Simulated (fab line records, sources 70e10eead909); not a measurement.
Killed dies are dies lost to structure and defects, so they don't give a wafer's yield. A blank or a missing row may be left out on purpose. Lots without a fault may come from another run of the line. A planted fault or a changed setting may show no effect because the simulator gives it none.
Which tool did it? | flow nand_harc | 24 lots, 72 wafers sampled, at 5 steps of a route of 1159

WHAT THE GAUGES READ, wafer by wafer
NHARC_A_CONTACT_CD_MEAS_53.
lot  | measured     | on        | cd_nm (nm)
L075 | day 16 17:37 | cd_sem-03 | 190.7 189.9 190.9
L074 | day 16 18:56 | cd_sem-01 | 190.2 190.1 191.2
L078 | day 16 22:53 | cd_sem-02 | 189.1 189.5 189.7
L077 | day 16 22:17 | cd_sem-01 | 190.1 190.9 190.2
L076 | day 17 18:18 | cd_sem-03 | 188.5 189.6 189.1
L079 | day 17 17:49 | cd_sem-03 | 191.4 189.3 190.2
L081 | day 18 04:34 | cd_sem-01 | 189.0 188.9 189.6
L080 | day 18 09:47 | cd_sem-03 | 188.8 189.0 189.2
L084 | day 18 04:22 | cd_sem-02 | 189.5 190.7 190.2
L083 | day 18 19:41 | cd_sem-01 | 190.3 191.3 191.1
L082 | day 18 21:16 | cd_sem-01 | 190.4 189.8 190.0
L087 | day 19 10:39 | cd_sem-03 | 189.2 190.3 190.5
L088 | day 19 10:09 | cd_sem-03 | 191.0 192.3 190.7
L086 | day 19 23:37 | cd_sem-01 | 190.6 190.4 190.9
L085 | day 20 00:22 | cd_sem-02 | 191.0 190.6 191.1
L092 | day 20 16:13 | cd_sem-02 | 189.7 189.3 189.7
L091 | day 20 11:08 | cd_sem-03 | 189.5 190.5 189.9
L090 | day 20 10:50 | cd_sem-03 | 189.6 189.9 189.2
L089 | day 20 22:05 | cd_sem-01 | 189.8 189.3 189.7
L095 | day 21 17:36 | cd_sem-02 | 191.7 190.8 190.5
L096 | day 21 22:22 | cd_sem-01 | 188.6 189.7 188.5
L094 | day 21 13:29 | cd_sem-02 | 189.3 188.8 190.0
L093 | day 21 22:48 | cd_sem-02 | 189.2 188.8 190.0
L097 | day 22 06:47 | cd_sem-02 | 189.5 190.4 188.8

WHICH TOOL RAN EACH LOT (tool, then ch and the chambers of the sampled wafers, then the start)
lot  | NHARC_A_STAIRCASE_STRIP_475                   | NHARC_A_WL_FILL_CVD_20                   | NHARC_A_CONTACT_ETCH_117             | NHARC_A_CONTACT_ETCH_120
L075 | rie_diel-08 ch 0,2,3, day 16 16:14 or earlier | cvd_w-02 ch 0,1, day 16 16:14 or earlier | har_cap_etch-01 ch 0,1, day 16 16:14 | har_cap_etch-01 ch 0,1, day 16 16:31
L074 | rie_diel-08 ch 0,1,2, day 16 17:14 or earlier | cvd_w-01 ch 0,1, day 16 17:14 or earlier | har_cap_etch-02 ch 0,1, day 16 17:14 | har_cap_etch-02 ch 0,1, day 16 17:35
L078 | rie_diel-01 ch 0,1,2, day 16 21:25 or earlier | cvd_w-02 ch 0,1, day 16 21:25 or earlier | har_cap_etch-01 ch 0,1, day 16 21:25 | har_cap_etch-01 ch 0,1, day 16 21:41
L077 | rie_diel-02 ch 0,1,2, day 16 20:38 or earlier | cvd_w-01 ch 0,1, day 16 20:38 or earlier | har_cap_etch-03 ch 0,1, day 16 20:38 | har_cap_etch-03 ch 0,1, day 16 20:54
L076 | rie_diel-08 ch 2,3, day 14 20:19              | cvd_w-02 ch 0,1, day 17 16:57 or earlier | har_cap_etch-02 ch 0,1, day 17 16:57 | har_cap_etch-02 ch 0,1, day 17 17:13
L079 | rie_diel-08 ch 0,2,3, day 15 00:23            | cvd_w-01 ch 0,1, day 17 16:26 or earlier | har_cap_etch-01 ch 0,1, day 17 16:26 | har_cap_etch-01 ch 0,1, day 17 16:42
L081 | rie_diel-01 ch 2,3, day 18 03:08 or earlier   | cvd_w-01 ch 0,1, day 18 03:08 or earlier | har_cap_etch-03 ch 0,1, day 18 03:08 | har_cap_etch-03 ch 0,1, day 18 03:25
L080 | rie_diel-08 ch 0,1,2, day 18 08:25 or earlier | cvd_w-01 ch 0,1, day 18 08:25 or earlier | har_cap_etch-03 ch 0,1, day 18 08:25 | har_cap_etch-03 ch 0,1, day 18 08:41
L084 | rie_diel-02 ch 0,2,3, day 15 22:41            | cvd_w-02 ch 0,1, day 18 03:00 or earlier | har_cap_etch-02 ch 0,1, day 18 03:00 | har_cap_etch-02 ch 0,1, day 18 03:16
L083 | rie_diel-01 ch 0,1,3, day 18 18:19 or earlier | cvd_w-01 ch 0,1, day 18 18:19 or earlier | har_cap_etch-01 ch 0,1, day 18 18:19 | har_cap_etch-01 ch 0,1, day 18 18:35
L082 | rie_diel-02 ch 1,2, day 18 19:53 or earlier   | cvd_w-02 ch 0,1, day 18 19:53 or earlier | har_cap_etch-03 ch 0,1, day 18 19:53 | har_cap_etch-03 ch 0,1, day 18 20:09
L087 | rie_diel-01 ch 1,2,3, day 19 09:18 or earlier | cvd_w-01 ch 0,1, day 19 09:18 or earlier | har_cap_etch-03 ch 1, day 19 09:18   | har_cap_etch-03 ch 1, day 19 09:34
L088 | rie_diel-01 ch 1,2,3, day 19 08:47 or earlier | cvd_w-02 ch 0,1, day 19 08:47 or earlier | har_cap_etch-01 ch 0,1, day 19 08:47 | har_cap_etch-01 ch 0,1, day 19 09:04
L086 | rie_diel-02 ch 0,3, day 19 22:14 or earlier   | cvd_w-02 ch 0,1, day 19 22:14 or earlier | har_cap_etch-02 ch 0,1, day 19 22:14 | har_cap_etch-02 ch 0,1, day 19 22:31
L085 | rie_diel-02 ch 1,3, day 19 22:58 or earlier   | cvd_w-01 ch 0,1, day 19 22:58 or earlier | har_cap_etch-01 ch 0,1, day 19 22:58 | har_cap_etch-01 ch 0,1, day 19 23:14
L092 | rie_diel-02 ch 0,1, day 20 14:52 or earlier   | cvd_w-01 ch 0,1, day 20 14:52 or earlier | har_cap_etch-02 ch 0,1, day 20 14:52 | har_cap_etch-02 ch 0,1, day 20 15:08
L091 | rie_diel-08 ch 0,1,3, day 20 09:45 or earlier | cvd_w-02 ch 0,1, day 20 09:45 or earlier | har_cap_etch-03 ch 0,1, day 20 09:45 | har_cap_etch-03 ch 0,1, day 20 10:01
L090 | rie_diel-02 ch 2,3, day 20 09:28 or earlier   | cvd_w-01 ch 0,1, day 20 09:28 or earlier | har_cap_etch-02 ch 0,1, day 20 09:28 | har_cap_etch-02 ch 0,1, day 20 09:44
L089 | rie_diel-02 ch 0,2,3, day 20 20:44 or earlier | cvd_w-02 ch 0,1, day 20 20:44 or earlier | har_cap_etch-03 ch 0,1, day 20 20:44 | har_cap_etch-03 ch 0,1, day 20 21:00
L095 | rie_diel-01 ch 1,3, day 21 16:12 or earlier   | cvd_w-02 ch 0,1, day 21 16:12 or earlier | har_cap_etch-02 ch 0,1, day 21 16:12 | har_cap_etch-02 ch 0,1, day 21 16:29
L096 | rie_diel-08 ch 0,1,2, day 21 20:59 or earlier | cvd_w-02 ch 0,1, day 21 20:59 or earlier | har_cap_etch-03 ch 0,1, day 21 20:59 | har_cap_etch-03 ch 0,1, day 21 21:16
L094 | rie_diel-01 ch 0,1, day 21 12:04 or earlier   | cvd_w-02 ch 1, day 21 12:04 or earlier   | har_cap_etch-03 ch 0,1, day 21 12:04 | har_cap_etch-03 ch 0,1, day 21 12:20
L093 | rie_diel-01 ch 1,2,3, day 21 21:27 or earlier | cvd_w-01 ch 0,1, day 21 21:27 or earlier | har_cap_etch-02 ch 0,1, day 21 21:27 | har_cap_etch-02 ch 0,1, day 21 21:43
L097 | rie_diel-08 ch 1,2,3, day 22 05:10 or earlier | cvd_w-02 ch 0,1, day 22 05:10 or earlier | har_cap_etch-01 ch 0,1, day 22 05:10 | har_cap_etch-01 ch 0,1, day 22 05:32
- NHARC_A_STAIRCASE_STRIP_475: strips in O2, time 20 s.
- NHARC_A_WL_FILL_CVD_20: deposits W, target thk 75 nm, time 5064 s.
- NHARC_A_CONTACT_ETCH_117: etches the open film in C4F8/O2/Ar, time 94 s, target depth 922 nm.
- NHARC_A_CONTACT_ETCH_120: etches the open film in C4F8/O2/Ar, time 94 s, target depth 922 nm.

WHAT THE TOOLS THEMSELVES READ (means of the sampled wafers that have a number; where no wafer has one, the mark that the record gives instead)
NHARC_A_STAIRCASE_STRIP_475.
lot  | tool        | drypump_motor_current_A (A) | o2_flow_sccm (sccm) | oes_product_au (a.u.) | rf_vpp_V (V) | showerhead_plenum_p_Torr (Torr) | throttle_valve_pct (%)
L075 | rie_diel-08 | 5.8                         | 501.2               | 0.992                 | 56.9         | 3.53                            | 17.049
L074 | rie_diel-08 | 5.7                         | 499.5               | 0.997                 | 57.7         | 3.47                            | 17.034
L078 | rie_diel-01 | 6.1                         | 499.1               | 1.004                 | 58.3         | 3.51                            | 17.044
L077 | rie_diel-02 | 5.7                         | 501.4               | 0.998                 | 58.1         | 3.52                            | 17.045
L076 | rie_diel-08 | 5.5                         | 500.6               | 1.005                 | 57.9         | 3.61                            | 17.037
L079 | rie_diel-08 | 5.8                         | 500.5               | 1.000                 | 58.4         | 3.52                            | 17.041
L081 | rie_diel-01 | 5.6                         | 500.2               | 0.975                 | 58.0         | 3.37                            | 17.041
L080 | rie_diel-08 | 5.7                         | 499.8               | 1.007                 | 57.3         | 3.45                            | 17.035
L084 | rie_diel-02 | 5.7                         | 501.2               | 0.996                 | 58.1         | 3.47                            | 17.033
L083 | rie_diel-01 | 6.0                         | 501.5               | 0.999                 | 57.6         | 3.45                            | 17.037
L082 | rie_diel-02 | 6.0                         | 500.3               | 0.999                 | 58.3         | 3.54                            | 17.034
L087 | rie_diel-01 | 5.7                         | 500.1               | 1.003                 | 57.1         | 3.46                            | 17.037
L088 | rie_diel-01 | 5.7                         | 499.5               | 0.993                 | 58.5         | 3.46                            | 17.041
L086 | rie_diel-02 | 5.8                         | 499.0               | 1.001                 | 58.4         | 3.51                            | 17.039
L085 | rie_diel-02 | 6.1                         | 500.4               | 1.003                 | 57.8         | 3.58                            | 17.042
L092 | rie_diel-02 | 5.4                         | 499.7               | 0.992                 | 58.1         | 3.55                            | 17.037
L091 | rie_diel-08 | 5.5                         | 500.3               | 0.996                 | 57.9         | 3.44                            | 17.035
L090 | rie_diel-02 | 6.1                         | 498.5               | 0.996                 | 57.9         | 3.46                            | 17.039
L089 | rie_diel-02 | 5.7                         | 499.0               | 0.990                 | 57.9         | 3.47                            | 17.032
L095 | rie_diel-01 | 5.6                         | 499.7               | 1.002                 | 57.8         | 3.50                            | 17.037
L096 | rie_diel-08 | 5.7                         | 499.3               | 0.987                 | 58.2         | 3.44                            | 17.047
L094 | rie_diel-01 | 6.0                         | 500.3               | 1.012                 | 57.3         | 3.53                            | 17.031
L093 | rie_diel-01 | 5.7                         | 501.0               | 0.998                 | 57.0         | 3.45                            | 17.027
L097 | rie_diel-08 | 5.4                         | 500.7               | 0.989                 | 57.4         | 3.53                            | 17.048

NHARC_A_WL_FILL_CVD_20.
lot  | tool     | heater_power_w (W) | mfc_wf6_sccm (sccm) | throttle_valve_pct (%)
L075 | cvd_w-02 | 448                | 40.10               | 7.8
L074 | cvd_w-01 | 546                | 39.94               | 8.1
L078 | cvd_w-02 | 513                | 39.89               | 7.6
L077 | cvd_w-01 | 541                | 40.04               | 8.2
L076 | cvd_w-02 | 441                | 40.06               | 7.6
L079 | cvd_w-01 | 518                | 39.99               | 7.9
L081 | cvd_w-01 | 513                | 40.01               | 7.8
L080 | cvd_w-01 | 520                | 40.00               | 7.9
L084 | cvd_w-02 | 503                | 40.03               | 7.5
L083 | cvd_w-01 | 525                | 39.90               | 7.9
L082 | cvd_w-02 | 438                | 39.98               | 7.6
L087 | cvd_w-01 | 547                | 40.02               | 8.4
L088 | cvd_w-02 | 499                | 39.94               | 7.3
L086 | cvd_w-02 | 442                | 40.09               | 7.6
L085 | cvd_w-01 | 515                | 40.01               | 8.0
L092 | cvd_w-01 | 521                | 40.02               | 7.9
L091 | cvd_w-02 | 442                | 39.97               | 7.5
L090 | cvd_w-01 | 542                | 39.87               | 8.3
L089 | cvd_w-02 | 443                | 40.00               | 7.6
L095 | cvd_w-02 | 503                | 40.01               | 7.5
L096 | cvd_w-02 | 516                | 40.00               | 7.4
L094 | cvd_w-02 | 580                | 39.77               | 7.4
L093 | cvd_w-01 | 518                | 40.09               | 7.7
L097 | cvd_w-02 | 501                | 39.98               | 7.4

THE ANSWER, worked out from the rows above alone
Rule: what is usual is taken from the lots themselves. Put in order of their means at a reading, lots are off if they are a third of the lots or fewer, leave a main group of 4 or more, and stand apart from it by a gap of 3 or more times the standard deviation of the main group's means; of several such gaps the widest counts. A main group whose means are all the same, to the digits that the tables above print for the reading, isn't used. A lot without any number at a reading at which 4 lots or more have one is off too. The other lots that the step has rows for count as sound. The gauges are gone through in route order, then the tools' own readings, and for those a lot's mean is taken as printed above. The first step at which some lot is off is used, and at that step the reading that is off furthest; a lot without a number counts as furthest.
No lot is off at any reading shown: from this, nothing can be told.

WHAT THE SIMULATOR HAD PUT IN
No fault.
